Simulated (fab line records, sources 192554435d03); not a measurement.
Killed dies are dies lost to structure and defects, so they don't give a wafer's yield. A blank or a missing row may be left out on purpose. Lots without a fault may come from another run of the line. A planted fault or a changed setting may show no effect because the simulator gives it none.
Which tool did it? | flow n5_finfet | 24 lots, 72 wafers sampled, at 4 steps of a route of 1938

WHAT THE GAUGES READ, wafer by wafer
N5_BEOL_M10_CD_MEAS_18: pitch 140 nm, target cd 70 nm.
lot  | measured     | on        | cd_nm (nm)
L074 | day 10 03:40 | cd_sem-01 | 70.9 70.9 70.8
L075 | day 10 17:10 | cd_sem-01 | 69.2 69.5 69.4
L077 | day 10 20:13 | cd_sem-03 | 70.0 70.0 69.9
L076 | day 10 20:32 | cd_sem-03 | 69.8 69.6 69.4
L079 | day 10 20:39 | cd_sem-02 | 70.4 70.1 71.2
L078 | day 11 00:23 | cd_sem-02 | 68.9 69.2 69.0
L080 | day 11 15:50 | cd_sem-03 | 70.0 69.0 69.4
L082 | day 11 23:09 | cd_sem-03 | 69.2 69.9 69.9
L081 | day 12 02:17 | cd_sem-02 | 69.3 70.2 69.9
L083 | day 12 08:07 | cd_sem-03 | 68.8 69.4 68.7
L085 | day 12 20:37 | cd_sem-01 | 70.9 70.3 70.9
L086 | day 13 05:36 | cd_sem-01 | 69.5 69.7 69.7
L084 | day 13 09:49 | cd_sem-02 | 69.5 69.5 69.5
L088 | day 13 13:32 | cd_sem-01 | 69.8 69.5 69.6
L087 | day 13 17:22 | cd_sem-02 | 70.4 69.9 70.3
L089 | day 13 20:25 | cd_sem-03 | 70.6 69.9 69.6
L091 | day 14 01:43 | cd_sem-03 | 68.7 69.5 69.2
L090 | day 14 04:36 | cd_sem-01 | 69.6 70.3 70.3
L093 | day 14 15:27 | cd_sem-02 | 70.3 70.4 69.9
L092 | day 15 01:43 | cd_sem-03 | 69.9 69.9 70.0
L094 | day 15 12:22 | cd_sem-03 | 69.3 69.4 69.6
L095 | day 15 14:49 | cd_sem-03 | 70.3 71.2 70.5
L096 | day 15 21:11 | cd_sem-03 | 70.6 70.1 70.1
L097 | day 16 02:16 | cd_sem-03 | 70.3 69.7 70.4

N5_BEOL_M10_OVL_MEAS_29.
lot  | measured     | on         | V9_OVL (nm)
L074 | day 10 04:43 | overlay-02 | 0.0 -2.4 -1.3
L075 | day 10 18:53 | overlay-01 | 0.3 -0.8 -0.2
L077 | day 10 20:41 | overlay-02 | -0.4 -1.9 -0.3
L076 | day 10 22:11 | overlay-02 | -1.3 -2.0 -1.4
L079 | day 10 22:13 | overlay-01 | -2.0 -0.7 -1.2
L078 | day 11 01:43 | overlay-01 | -0.1 -0.8 -0.4
L080 | day 11 16:10 | overlay-01 | -1.5 -0.7 -0.9
L082 | day 12 01:53 | overlay-02 | 0.9 0.2 0.4
L081 | day 12 03:08 | overlay-01 | 0.2 -0.3 0.7
L083 | day 12 10:19 | overlay-01 | -0.3 -0.2 0.7
L085 | day 12 21:05 | overlay-02 | 0.9 -0.5 -0.4
L086 | day 13 06:00 | overlay-01 | -2.1 -1.9 -1.0
L084 | day 13 12:01 | overlay-02 | 0.7 0.0 1.0
L088 | day 13 14:43 | overlay-02 | -0.5 -1.9 0.1
L087 | day 13 18:38 | overlay-01 | 0.4 0.3 -0.5
L089 | day 13 20:52 | overlay-02 | 1.1 0.5 0.9
L091 | day 14 04:44 | overlay-01 | -0.5 -1.4 0.0
L090 | day 14 05:02 | overlay-02 | 0.1 -1.3 -0.4
L093 | day 14 18:23 | overlay-02 | -1.1 -1.8 -1.2
L092 | day 15 02:36 | overlay-02 | 0.5 -0.2 0.1
L094 | day 15 12:48 | overlay-01 | -0.3 -0.5 -0.9
L095 | day 15 15:16 | overlay-01 | 1.0 1.9 1.0
L096 | day 15 22:01 | overlay-02 | -0.1 -0.1 -0.5
L097 | day 16 02:51 | overlay-01 | -0.2 0.5 0.8

WHICH TOOL RAN EACH LOT (tool, then ch and the chambers of the sampled wafers, then the start)
lot  | N5_BEOL_M10_PECVD_70            | N5_BEOL_M10_ETCH_61
L074 | pecvd-01 ch 0,2, day 10 00:13   | rie_diel-06 ch 0,2,3, day 10 03:15
L075 | pecvd-03 ch 0,1, day 10 15:05   | rie_diel-06 ch 0,2, day 10 16:40
L077 | pecvd-01 ch 0,2, day 10 17:31   | rie_diel-05 ch 0,1,2, day 10 19:47
L076 | pecvd-04 ch 0,1,2, day 10 18:04 | rie_diel-04 ch 1,2,3, day 10 20:07
L079 | pecvd-04 ch 0,2, day 10 18:21   | rie_diel-05 ch 0,1,2, day 10 20:13
L078 | pecvd-01 ch 0,1,2, day 10 21:19 | rie_diel-05 ch 0,2, day 10 23:58
L080 | pecvd-01 ch 0,1,2, day 11 13:07 | rie_diel-06 ch 0,1,2, day 11 15:25
L082 | pecvd-04 ch 0,2, day 11 21:48   | rie_diel-05 ch 1,2, day 11 22:44
L081 | pecvd-01 ch 0,2, day 11 23:25   | rie_diel-05 ch 1,2,3, day 12 01:44
L083 | pecvd-04 ch 1,2, day 12 06:27   | rie_diel-04 ch 0,2,3, day 12 07:42
L085 | pecvd-04 ch 0,1,2, day 12 19:14 | rie_diel-04 ch 0,1, day 12 20:03
L086 | pecvd-04 ch 0,2, day 13 02:49   | rie_diel-06 ch 0,1, day 13 05:11
L084 | pecvd-04 ch 1,2, day 13 08:30   | rie_diel-06 ch 0,1,3, day 13 09:24
L088 | pecvd-01 ch 2, day 13 09:50     | rie_diel-04 ch 0,3, day 13 13:04
L087 | pecvd-01 ch 0,2, day 13 15:47   | rie_diel-04 ch 0,1,3, day 13 16:57
L089 | pecvd-03 ch 0,2, day 13 18:08   | rie_diel-05 ch 0,1,2, day 13 19:59
L091 | pecvd-03 ch 0,1,2, day 13 22:25 | rie_diel-05 ch 0,2,3, day 14 01:18
L090 | pecvd-03 ch 0,1,2, day 14 01:58 | rie_diel-06 ch 0,2,3, day 14 04:11
L093 | pecvd-03 ch 0,2, day 14 11:44   | rie_diel-05 ch 1,2,3, day 14 14:56
L092 | pecvd-04 ch 0,2, day 14 21:40   | rie_diel-04 ch 0,1,3, day 15 01:18
L094 | pecvd-04 ch 0,2, day 15 10:56   | rie_diel-05 ch 1,3, day 15 11:56
L095 | pecvd-01 ch 0,1, day 15 13:14   | rie_diel-04 ch 0,2, day 15 14:24
L096 | pecvd-01 ch 1,2, day 15 19:10   | rie_diel-06 ch 1,2,3, day 15 20:46
L097 | pecvd-01 ch 0,1,2, day 16 00:19 | rie_diel-06 ch 1,2, day 16 01:41
- N5_BEOL_M10_PECVD_70: deposits SiO2 from TEOS/O2, target thk 20 nm, time 22.7 s.
- N5_BEOL_M10_ETCH_61: etches SiARC in CF4, target depth 39 nm, time 65 s.

WHAT THE TOOLS THEMSELVES READ (means of the sampled wafers that have a number; where no wafer has one, the mark that the record gives instead)
N5_BEOL_M10_PECVD_70.
lot  | tool     | heater_power_w (W) | showerhead_plenum_p_Torr (Torr) | throttle_valve_pct (%)
L074 | pecvd-01 | 728                | 8.79                            | 22.1
L075 | pecvd-03 | 671                | 8.85                            | 21.9
L077 | pecvd-01 | 696                | 8.80                            | 23.0
L076 | pecvd-04 | 683                | 8.82                            | 21.3
L079 | pecvd-04 | 724                | 8.82                            | 21.6
L078 | pecvd-01 | 717                | 8.80                            | 22.3
L080 | pecvd-01 | 698                | 8.81                            | 22.4
L082 | pecvd-04 | 668                | 8.85                            | 21.7
L081 | pecvd-01 | 726                | 8.82                            | 23.0
L083 | pecvd-04 | 746                | 8.80                            | 20.8
L085 | pecvd-04 | 704                | 8.83                            | 21.2
L086 | pecvd-04 | 708                | 8.85                            | 21.8
L084 | pecvd-04 | 731                | 8.80                            | 20.8
L088 | pecvd-01 | 735                | 8.77                            | 21.8
L087 | pecvd-01 | 690                | 8.81                            | 22.3
L089 | pecvd-03 | 842                | 8.85                            | 21.4
L091 | pecvd-03 | 734                | 8.86                            | 21.5
L090 | pecvd-03 | 771                | 8.85                            | 21.6
L093 | pecvd-03 | 697                | 8.86                            | 21.4
L092 | pecvd-04 | 705                | 8.82                            | 21.8
L094 | pecvd-04 | 748                | 8.85                            | 21.9
L095 | pecvd-01 | 685                | 8.80                            | 22.6
L096 | pecvd-01 | 707                | 8.80                            | 21.8
L097 | pecvd-01 | 682                | 8.81                            | 22.5

N5_BEOL_M10_ETCH_61.
lot  | tool        | bias_w (W) | chamber_pressure_mTorr (mTorr) | drypump_motor_current_A (A) | etch_rf_on_time_s (s) | oes_product_au (a.u.) | rf_vpp_V (V) | showerhead_plenum_p_Torr (Torr) | throttle_valve_pct (%)
L074 | rie_diel-06 | 35.86      | 39.95                          | 6.0                         | 64.6                  | 0.61                  | 183.3        | 2.07                            | 15.52
L075 | rie_diel-06 | 35.92      | 40.02                          | 5.7                         | 65.1                  | 0.64                  | 183.9        | 2.08                            | 15.61
L077 | rie_diel-05 | 36.02      | 40.02                          | 5.5                         | 65.3                  | 0.70                  | 185.5        | 2.22                            | 15.38
L076 | rie_diel-04 | 36.11      | 40.02                          | 5.8                         | 64.6                  | 0.71                  | 184.1        | 2.17                            | 15.44
L079 | rie_diel-05 | 36.00      | 40.04                          | 5.5                         | 64.8                  | 0.70                  | 184.5        | 2.22                            | 15.36
L078 | rie_diel-05 | 36.03      | 39.99                          | 5.3                         | 64.7                  | 0.73                  | 185.4        | 2.23                            | 15.40
L080 | rie_diel-06 | 36.01      | 40.00                          | 6.0                         | 65.3                  | 0.65                  | 184.4        | 2.14                            | 15.60
L082 | rie_diel-05 | 35.98      | 39.97                          | 5.8                         | 64.1                  | 0.69                  | 184.1        | 2.19                            | 15.21
L081 | rie_diel-05 | 35.96      | 39.99                          | 5.8                         | 64.6                  | 0.71                  | 184.6        | 2.16                            | 15.31
L083 | rie_diel-04 | 36.04      | 40.10                          | 5.6                         | 65.0                  | 0.70                  | 184.0        | 2.17                            | 15.53
L085 | rie_diel-04 | 36.09      | 40.01                          | 5.6                         | 64.9                  | 0.69                  | 184.4        | 2.17                            | 15.47
L086 | rie_diel-06 | 35.91      | 39.98                          | 6.3                         | 65.5                  | 0.66                  | 185.4        | 2.21                            | 15.56
L084 | rie_diel-06 | 35.95      | 40.02                          | 6.3                         | 64.8                  | 0.70                  | 184.6        | 2.21                            | 15.36
L088 | rie_diel-04 | 35.91      | 39.98                          | 5.5                         | 65.1                  | 0.71                  | 184.5        | 2.16                            | 15.48
L087 | rie_diel-04 | 35.95      | 40.00                          | 5.7                         | 64.3                  | 0.71                  | 184.1        | 2.16                            | 15.39
L089 | rie_diel-05 | 35.88      | 39.96                          | 5.5                         | 65.1                  | 0.67                  | 185.2        | 2.21                            | 15.43
L091 | rie_diel-05 | 36.01      | 39.99                          | 5.6                         | 64.9                  | 0.72                  | 183.7        | 2.17                            | 15.37
L090 | rie_diel-06 | 36.05      | 40.00                          | 6.1                         | 64.8                  | 0.67                  | 184.2        | 2.14                            | 15.42
L093 | rie_diel-05 | 35.98      | 40.03                          | 5.8                         | 66.2                  | 0.68                  | 184.0        | 2.16                            | 15.35
L092 | rie_diel-04 | 35.98      | 40.00                          | 5.6                         | 65.3                  | 0.69                  | 184.3        | 2.16                            | 15.42
L094 | rie_diel-05 | 36.01      | 39.97                          | 5.7                         | 65.3                  | 0.64                  | 185.8        | 2.17                            | 15.52
L095 | rie_diel-04 | 35.96      | 40.02                          | 5.6                         | 65.6                  | 0.66                  | 183.5        | 2.15                            | 15.70
L096 | rie_diel-06 | 36.05      | 39.99                          | 6.2                         | 64.7                  | 0.69                  | 184.0        | 2.18                            | 15.45
L097 | rie_diel-06 | 36.04      | 39.98                          | 6.1                         | 65.6                  | 0.65                  | 184.4        | 2.17                            | 15.66

THE ANSWER, worked out from the rows above alone
Rule: what is usual is taken from the lots themselves. Put in order of their means at a reading, lots are off if they are a third of the lots or fewer, leave a main group of 4 or more, and stand apart from it by a gap of 3 or more times the standard deviation of the main group's means; of several such gaps the widest counts. A main group whose means are all the same, to the digits that the tables above print for the reading, isn't used. A lot without any number at a reading at which 4 lots or more have one is off too. The other lots that the step has rows for count as sound. The gauges are gone through in route order, then the tools' own readings, and for those a lot's mean is taken as printed above. The first step at which some lot is off is used, and at that step the reading that is off furthest; a lot without a number counts as furthest.
No lot is off at any reading shown: from this, nothing can be told.

WHAT THE SIMULATOR HAD PUT IN
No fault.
